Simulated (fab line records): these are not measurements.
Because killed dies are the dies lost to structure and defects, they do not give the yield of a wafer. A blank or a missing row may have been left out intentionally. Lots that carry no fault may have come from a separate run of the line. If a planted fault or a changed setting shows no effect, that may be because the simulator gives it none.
Which of the tools did it? :: flow n5 finfet :: 25 wafers from 9 lots sampled at 6 of the route's 1938 steps

== WHAT THE GAUGES READ, wafer by wafer ==
N5_BEOL_M1_OVL_MEAS_12. Usual: for M1_OVL the level is -0.6 nm and the standard deviation is 0.77.
lot: L147
measured: day 6 12:29
on: overlay-02
M1_OVL (nm): -1.0 -1.3 -1.7
flag: 

lot: L148
measured: day 6 16:37
on: overlay-02
M1_OVL (nm): 0.2 -0.6 -0.1
flag: 

lot: L151
measured: day 7 11:19
on: overlay-01
M1_OVL (nm): -1.6 -0.8 -1.8
flag: 

lot: L152
measured: day 7 15:15
on: overlay-01
M1_OVL (nm): -2.6 -0.7 -1.4
flag: 

lot: L153
measured: day 7 18:10
on: overlay-01
M1_OVL (nm): -1.2 -0.6 -0.3
flag: 

lot: L154
measured: day 8 06:11
on: overlay-02
M1_OVL (nm): -0.8 -1.1 -0.5
flag: 

lot: L156
measured: day 8 16:19
on: overlay-01
M1_OVL (nm): -0.8 -1.2 -0.5
flag: 

lot: L167
measured: day 11 04:27
on: overlay-01
M1_OVL (nm): 1.2 0.6
flag: 

lot: L168
measured: day 11 16:17
on: overlay-02
M1_OVL (nm): -0.4 -0.4
flag: 

N5_BEOL_M1_OCD_MEAS_38. Usual: 55.4 nm for trench depth nm, sd 0.77.
lot: L147
measured: day 6 16:11
on: ocd-01
trench depth nm (nm): 54.5 55.4 54.5
flag: 

lot: L148
measured: day 7 11:16
on: ocd-02
trench depth nm (nm): 55.1 54.2 55.7
flag: 

lot: L151
measured: day 8 06:58
on: ocd-02
trench depth nm (nm): 56.3 56.1 55.4
flag: 

lot: L152
measured: day 8 10:11
on: ocd-01
trench depth nm (nm): 53.6 55.9 54.9
flag: 

lot: L153
measured: day 8 11:56
on: ocd-02
trench depth nm (nm): 55.8 55.9 55.4
flag: 

lot: L154
measured: day 8 19:17
on: ocd-02
trench depth nm (nm): 55.6 55.4 55.7
flag: 

lot: L156
measured: day 9 00:31
on: ocd-01
trench depth nm (nm): 55.1 54.2 55.3
flag: 

lot: L167
measured: day 11 16:38
on: ocd-02
trench depth nm (nm): 55.7 29.2
flag: OFF

lot: L168
measured: day 12 04:29
on: ocd-01
trench depth nm (nm): 56.3 29.1
flag: OFF

N5_BEOL_M4_RC_MEAS_101. Usual: CHAIN_V0 233 ohm/link, standard deviation 9; CHAIN_V0_max_site 242 ohm/link, standard deviation 10; DIBL_N 36.3 mV/V, standard deviation 1.1; DIBL_P 36.3 mV/V, standard deviation 1.4; IOFF_N 0.155 nA/um, standard deviation 0.019; IOFF_P 0.211 nA/um, standard deviation 0.027; ION_N 672 uA/um, standard deviation 8.5; ION_P 462 uA/um, standard deviation 5.8; SS_N 71.5 mV/dec, standard deviation 0.56; SS_P 73.3 mV/dec, standard deviation 0.52; VT_N 249.9 mV, standard deviation 2.5; VT_P -249.8 mV, standard deviation 2.8.
lot: L147
measured: day 9 18:11
on: prober-01
CHAIN_V0 (ohm/link): 238 243 227
CHAIN_V0_max_site (ohm/link): 250 254 234
DIBL_N (mV/V): 37.5 37.8 35.0
DIBL_P (mV/V): 38.2 39.5 35.7
IOFF_N (nA/um): 0.185 0.200 0.143
IOFF_P (nA/um): 0.238 0.248 0.190
ION_N (uA/um): 676 675 670
ION_P (uA/um): 460 459 463
SS_N (mV/dec): 71.3 73.1 71.3
SS_P (mV/dec): 74.3 74.2 73.0
VT_N (mV): 247.9 245.3 250.0
VT_P (mV): -248.6 -248.1 -251.1
flag: 

lot: L148
measured: day 10 12:52
on: prober-01
CHAIN_V0 (ohm/link): 237 245 243
CHAIN_V0_max_site (ohm/link): 250 251 247
DIBL_N (mV/V): 35.6 34.9 35.7
DIBL_P (mV/V): 36.9 35.4 35.9
IOFF_N (nA/um): 0.152 0.134 0.153
IOFF_P (nA/um): 0.178 0.170 0.178
ION_N (uA/um): 669 670 671
ION_P (uA/um): 451 456 455
SS_N (mV/dec): 71.1 71.3 72.0
SS_P (mV/dec): 73.6 73.3 73.3
VT_N (mV): 248.7 249.2 251.5
VT_P (mV): -253.7 -252.4 -253.4
flag: 

lot: L151
measured: day 11 10:13
on: prober-01
CHAIN_V0 (ohm/link): 217 243 224
CHAIN_V0_max_site (ohm/link): 222 255 231
DIBL_N (mV/V): 36.3 34.8 36.3
DIBL_P (mV/V): 36.4 33.7 35.6
IOFF_N (nA/um): 0.166 0.135 0.171
IOFF_P (nA/um): 0.199 0.167 0.199
ION_N (uA/um): 684 677 691
ION_P (uA/um): 462 463 465
SS_N (mV/dec): 71.2 71.3 71.8
SS_P (mV/dec): 73.6 72.6 73.6
VT_N (mV): 248.7 252.9 248.2
VT_P (mV): -252.6 -251.8 -250.2
flag: 

lot: L152
measured: day 11 17:12
on: prober-01
CHAIN_V0 (ohm/link): 234 228 238
CHAIN_V0_max_site (ohm/link): 246 233 251
DIBL_N (mV/V): 38.0 37.0 37.8
DIBL_P (mV/V): 36.8 36.1 36.5
IOFF_N (nA/um): 0.165 0.151 0.166
IOFF_P (nA/um): 0.207 0.196 0.200
ION_N (uA/um): 667 676 680
ION_P (uA/um): 454 456 455
SS_N (mV/dec): 71.7 70.8 71.3
SS_P (mV/dec): 73.4 72.4 73.5
VT_N (mV): 248.1 249.1 249.3
VT_P (mV): -253.2 -252.9 -253.1
flag: 

lot: L153
measured: day 13 01:34
on: prober-02
CHAIN_V0 (ohm/link): 221 231 239
CHAIN_V0_max_site (ohm/link): 226 246 253
DIBL_N (mV/V): 36.7 37.7 36.1
DIBL_P (mV/V): 37.0 37.7 34.9
IOFF_N (nA/um): 0.177 0.182 0.156
IOFF_P (nA/um): 0.217 0.223 0.183
ION_N (uA/um): 689 677 670
ION_P (uA/um): 466 459 456
SS_N (mV/dec): 71.6 72.3 71.0
SS_P (mV/dec): 74.0 73.2 73.2
VT_N (mV): 250.4 245.9 249.7
VT_P (mV): -248.3 -247.1 -251.6
flag: 

lot: L154
measured: day 17 15:38
on: prober-02
CHAIN_V0 (ohm/link): 239 234 234
CHAIN_V0_max_site (ohm/link): 252 244 246
DIBL_N (mV/V): 35.6 35.7 36.2
DIBL_P (mV/V): 35.6 36.2 36.6
IOFF_N (nA/um): 0.134 0.138 0.144
IOFF_P (nA/um): 0.184 0.190 0.195
ION_N (uA/um): 670 664 668
ION_P (uA/um): 460 463 461
SS_N (mV/dec): 71.4 71.3 71.4
SS_P (mV/dec): 73.3 72.7 73.2
VT_N (mV): 250.1 251.8 250.7
VT_P (mV): -253.3 -253.4 -251.7
flag: 

lot: L156
measured: day 14 10:34
on: prober-02
CHAIN_V0 (ohm/link): 251 239 241
CHAIN_V0_max_site (ohm/link): 256 248 246
DIBL_N (mV/V): 36.8 37.9 37.7
DIBL_P (mV/V): 35.7 37.1 37.4
IOFF_N (nA/um): 0.137 0.163 0.156
IOFF_P (nA/um): 0.201 0.222 0.216
ION_N (uA/um): 677 675 672
ION_P (uA/um): 467 468 461
SS_N (mV/dec): 70.4 71.6 71.7
SS_P (mV/dec): 72.5 73.2 74.0
VT_N (mV): 250.5 249.0 248.3
VT_P (mV): -250.7 -246.1 -251.8
flag: 

lot: L167
measured: day 16 08:49
on: prober-01
CHAIN_V0 (ohm/link): 228 286
CHAIN_V0_max_site (ohm/link): 238 296
DIBL_N (mV/V): 34.3 34.9
DIBL_P (mV/V): 36.8 36.6
IOFF_N (nA/um): 0.150 0.157
IOFF_P (nA/um): 0.235 0.232
ION_N (uA/um): 673 665
ION_P (uA/um): 472 465
SS_N (mV/dec): 71.7 71.8
SS_P (mV/dec): 73.1 72.6
VT_N (mV): 249.5 251.7
VT_P (mV): -244.4 -248.7
flag: 

lot: L168
measured: day 17 17:07
on: prober-01
CHAIN_V0 (ohm/link): 223 272
CHAIN_V0_max_site (ohm/link): 232 287
DIBL_N (mV/V): 35.6 36.0
DIBL_P (mV/V): 35.2 35.2
IOFF_N (nA/um): 0.158 0.158
IOFF_P (nA/um): 0.210 0.205
ION_N (uA/um): 682 675
ION_P (uA/um): 464 458
SS_N (mV/dec): 72.1 71.3
SS_P (mV/dec): 73.3 73.0
VT_N (mV): 248.2 249.8
VT_P (mV): -248.4 -249.2
flag: 

== WHAT TOOL EACH LOT RAN ON (gives the tool, then ch and the chambers of the sampled wafers, and finally the start) ==
lot: L147
N5_BEOL_M1_STRIP_66: rie diel-06 ch 0,2,3, day 6 12:46
N5_BEOL_M1_TRENCH_ETCH_37: rie diel-01 ch 1,2, day 6 16:02
N5_BEOL_M1_ANNEAL_49: pvd sputter-03, day 6 17:21

lot: L148
N5_BEOL_M1_STRIP_66: rie diel-01 ch 1,2,3, day 6 17:10
N5_BEOL_M1_TRENCH_ETCH_37: rie diel-06 ch 0,1, day 7 11:06
N5_BEOL_M1_ANNEAL_49: pvd sputter-03, day 7 12:46

lot: L151
N5_BEOL_M1_STRIP_66: rie diel-03 ch 0,2,3, day 7 11:37
N5_BEOL_M1_TRENCH_ETCH_37: rie diel-01 ch 0,2,3, day 8 06:49
N5_BEOL_M1_ANNEAL_49: pvd sputter-02, day 8 08:02

lot: L152
N5_BEOL_M1_STRIP_66: rie diel-01 ch 0,1, day 7 15:32
N5_BEOL_M1_TRENCH_ETCH_37: rie diel-01 ch 0,1,2, day 8 10:01
N5_BEOL_M1_ANNEAL_49: pvd sputter-01, day 8 11:37

lot: L153
N5_BEOL_M1_STRIP_66: rie diel-03 ch 1,2,3, day 7 18:28
N5_BEOL_M1_TRENCH_ETCH_37: rie diel-03 ch 0,2,3, day 8 11:46
N5_BEOL_M1_ANNEAL_49: pvd sputter-03, day 8 13:44

lot: L154
N5_BEOL_M1_STRIP_66: rie diel-06 ch 0,2,3, day 8 06:40
N5_BEOL_M1_TRENCH_ETCH_37: rie diel-03 ch 0,3, day 8 19:07
N5_BEOL_M1_ANNEAL_49: pvd sputter-01, day 8 20:41

lot: L156
N5_BEOL_M1_STRIP_66: rie diel-06 ch 0,1, day 8 16:36
N5_BEOL_M1_TRENCH_ETCH_37: rie diel-06 ch 0,1, day 9 00:21
N5_BEOL_M1_ANNEAL_49: pvd sputter-03, day 9 03:18

lot: L167
N5_BEOL_M1_STRIP_66: rie diel-06 ch 1,2, day 11 04:57
N5_BEOL_M1_TRENCH_ETCH_37: rie diel-01 ch 0,1, day 11 16:29
N5_BEOL_M1_ANNEAL_49: pvd sputter-01, day 11 17:47

lot: L168
N5_BEOL_M1_STRIP_66: rie diel-03 ch 2, day 11 16:34
N5_BEOL_M1_TRENCH_ETCH_37: rie diel-01 ch 1,3, day 12 04:19
N5_BEOL_M1_ANNEAL_49: pvd sputter-02, day 12 05:18
- N5_BEOL_M1_STRIP_66: strips in CF4.
- N5_BEOL_M1_TRENCH_ETCH_37: etches SiOC in C4F6/O2, target depth 55.207 nm, time 29 s.
- N5_BEOL_M1_ANNEAL_49: time 240 s.

== AS READ BY THE TOOLS THEMSELVES (means over the sampled wafers that have a number; for cases with no such wafer, the mark the record gives instead) ==
N5_BEOL_M1_STRIP_66. Usual: cf4 flow sccm 150.0 sccm, standard deviation 0.45; drypump motor current A 5.9 A, standard deviation 0.36; oes product au 0.80 a.u., standard deviation 0.077; rf vpp V 270.9 V, standard deviation 1.4; showerhead plenum p Torr 1.78 Torr, standard deviation 0.054; throttle valve pct 13.54 %, standard deviation 0.14.
lot: L147
tool: rie diel-06
cf4 flow sccm (sccm): 149.8
drypump motor current A (A): 5.9
oes product au (a.u.): 0.76
rf vpp V (V): 270.9
showerhead plenum p Torr (Torr): 1.79
throttle valve pct (%): 13.48
flag: 

lot: L148
tool: rie diel-01
cf4 flow sccm (sccm): 150.4
drypump motor current A (A): 5.8
oes product au (a.u.): 0.82
rf vpp V (V): 270.5
showerhead plenum p Torr (Torr): 1.79
throttle valve pct (%): 13.64
flag: 

lot: L151
tool: rie diel-03
cf4 flow sccm (sccm): 150.3
drypump motor current A (A): 6.0
oes product au (a.u.): 0.84
rf vpp V (V): 270.4
showerhead plenum p Torr (Torr): 1.78
throttle valve pct (%): 13.47
flag: 

lot: L152
tool: rie diel-01
cf4 flow sccm (sccm): 150.0
drypump motor current A (A): 5.5
oes product au (a.u.): 0.79
rf vpp V (V): 269.2
showerhead plenum p Torr (Torr): 1.72
throttle valve pct (%): 13.73
flag: 

lot: L153
tool: rie diel-03
cf4 flow sccm (sccm): 150.0
drypump motor current A (A): 5.7
oes product au (a.u.): 0.78
rf vpp V (V): 271.5
showerhead plenum p Torr (Torr): 1.81
throttle valve pct (%): 13.46
flag: 

lot: L154
tool: rie diel-06
cf4 flow sccm (sccm): 150.2
drypump motor current A (A): 5.9
oes product au (a.u.): 0.75
rf vpp V (V): 271.2
showerhead plenum p Torr (Torr): 1.79
throttle valve pct (%): 13.51
flag: 

lot: L156
tool: rie diel-06
cf4 flow sccm (sccm): 150.3
drypump motor current A (A): 6.4
oes product au (a.u.): 0.87
rf vpp V (V): 271.2
showerhead plenum p Torr (Torr): 1.80
throttle valve pct (%): 13.53
flag: 

lot: L167
tool: rie diel-06
cf4 flow sccm (sccm): 150.0
drypump motor current A (A): 5.9
oes product au (a.u.): 0.83
rf vpp V (V): 270.9
showerhead plenum p Torr (Torr): 1.79
throttle valve pct (%): 13.53
flag: 

lot: L168
tool: rie diel-03
cf4 flow sccm (sccm): 149.9
drypump motor current A (A): 5.9
oes product au (a.u.): 0.80
rf vpp V (V): 271.0
showerhead plenum p Torr (Torr): 1.82
throttle valve pct (%): 13.52
flag: 

N5_BEOL_M1_TRENCH_ETCH_37. Usual: drypump motor current A 5.8 A, standard deviation 0.35; oes product au 0.83 a.u., standard deviation 0.087; rf vpp V 661 V, standard deviation 7.7; showerhead plenum p Torr 2.84 Torr, standard deviation 0.086; throttle valve pct 20.84 %, standard deviation 0.15.
lot: L147
tool: rie diel-01
drypump motor current A (A): 5.6
oes product au (a.u.): 0.76
rf vpp V (V): 663
showerhead plenum p Torr (Torr): 2.76
throttle valve pct (%): 21.07
flag: 

lot: L148
tool: rie diel-06
drypump motor current A (A): 6.4
oes product au (a.u.): 0.85
rf vpp V (V): 663
showerhead plenum p Torr (Torr): 2.92
throttle valve pct (%): 20.82
flag: 

lot: L151
tool: rie diel-01
drypump motor current A (A): 5.7
oes product au (a.u.): 0.89
rf vpp V (V): 661
showerhead plenum p Torr (Torr): 2.86
throttle valve pct (%): 20.85
flag: 

lot: L152
tool: rie diel-01
drypump motor current A (A): 5.6
oes product au (a.u.): 0.81
rf vpp V (V): 663
showerhead plenum p Torr (Torr): 2.80
throttle valve pct (%): 21.01
flag: 

lot: L153
tool: rie diel-03
drypump motor current A (A): 6.0
oes product au (a.u.): 0.85
rf vpp V (V): 661
showerhead plenum p Torr (Torr): 2.82
throttle valve pct (%): 20.82
flag: 

lot: L154
tool: rie diel-03
drypump motor current A (A): 6.1
oes product au (a.u.): 0.85
rf vpp V (V): 667
showerhead plenum p Torr (Torr): 2.78
throttle valve pct (%): 20.89
flag: 

lot: L156
tool: rie diel-06
drypump motor current A (A): 6.4
oes product au (a.u.): 0.82
rf vpp V (V): 663
showerhead plenum p Torr (Torr): 2.91
throttle valve pct (%): 20.83
flag: 

lot: L167
tool: rie diel-01
drypump motor current A (A): 5.5
oes product au (a.u.): 0.78
rf vpp V (V): 664
showerhead plenum p Torr (Torr): 2.92
throttle valve pct (%): 20.80
flag: 

lot: L168
tool: rie diel-01
drypump motor current A (A): 5.8
oes product au (a.u.): 0.78
rf vpp V (V): 661
showerhead plenum p Torr (Torr): 2.96
throttle valve pct (%): 20.71
flag: 

N5_BEOL_M1_ANNEAL_49. Usual: heater power w 803 W, standard deviation 75; susceptor temp C 400.01 C, standard deviation 0.23.
lot: L147
tool: pvd sputter-03
heater power w (W): 904
susceptor temp C (C): 399.92
flag: 

lot: L148
tool: pvd sputter-03
heater power w (W): 847
susceptor temp C (C): 400.23
flag: 

lot: L151
tool: pvd sputter-02
heater power w (W): 838
susceptor temp C (C): 399.88
flag: 

lot: L152
tool: pvd sputter-01
heater power w (W): 797
susceptor temp C (C): 400.08
flag: 

lot: L153
tool: pvd sputter-03
heater power w (W): 799
susceptor temp C (C): 400.20
flag: 

lot: L154
tool: pvd sputter-01
heater power w (W): 751
susceptor temp C (C): 400.01
flag: 

lot: L156
tool: pvd sputter-03
heater power w (W): 802
susceptor temp C (C): 399.82
flag: 

lot: L167
tool: pvd sputter-01
heater power w (W): 762
susceptor temp C (C): 400.02
flag: 

lot: L168
tool: pvd sputter-02
heater power w (W): 865
susceptor temp C (C): 399.76
flag: 

== THE ANSWER, worked out from the rows above alone ==
Rule: take the mean of a lot's wafers that have a number; if it is more than 3 standard deviations from the usual mean, the lot is off. Also off: a lot with no number at a reading for which 4 or more lots have one. The other lots that the step has rows for count as sound. After the gauges, taken in route order, come the tools' own readings; for these a lot's mean is taken, as printed above. The first step at which some lot is off is used, and at that step the reading that is off furthest; a lot without a number counts as furthest.
Off: L167, L168 (N5_BEOL_M1_OCD_MEAS_38, trench depth nm).
If a tool, at a process step before that reading, ran all the lots that are off and no sound lot after the first of them, it fits. Those tools and the gauges at N5_BEOL_M1_OCD_MEAS_38 are tried in the same way. One fits: rie diel-01 at N5_BEOL_M1_TRENCH_ETCH_37. Its last sound lot is L152 (day 8 10:01), its first lot that is off L167 (day 11 16:29): a fault that began between those two fits.

== WHAT THE SIMULATOR HAD INSERTED ==
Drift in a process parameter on rie diel-01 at N5_BEOL_M1_TRENCH_ETCH_37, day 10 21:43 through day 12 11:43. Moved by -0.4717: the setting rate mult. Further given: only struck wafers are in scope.
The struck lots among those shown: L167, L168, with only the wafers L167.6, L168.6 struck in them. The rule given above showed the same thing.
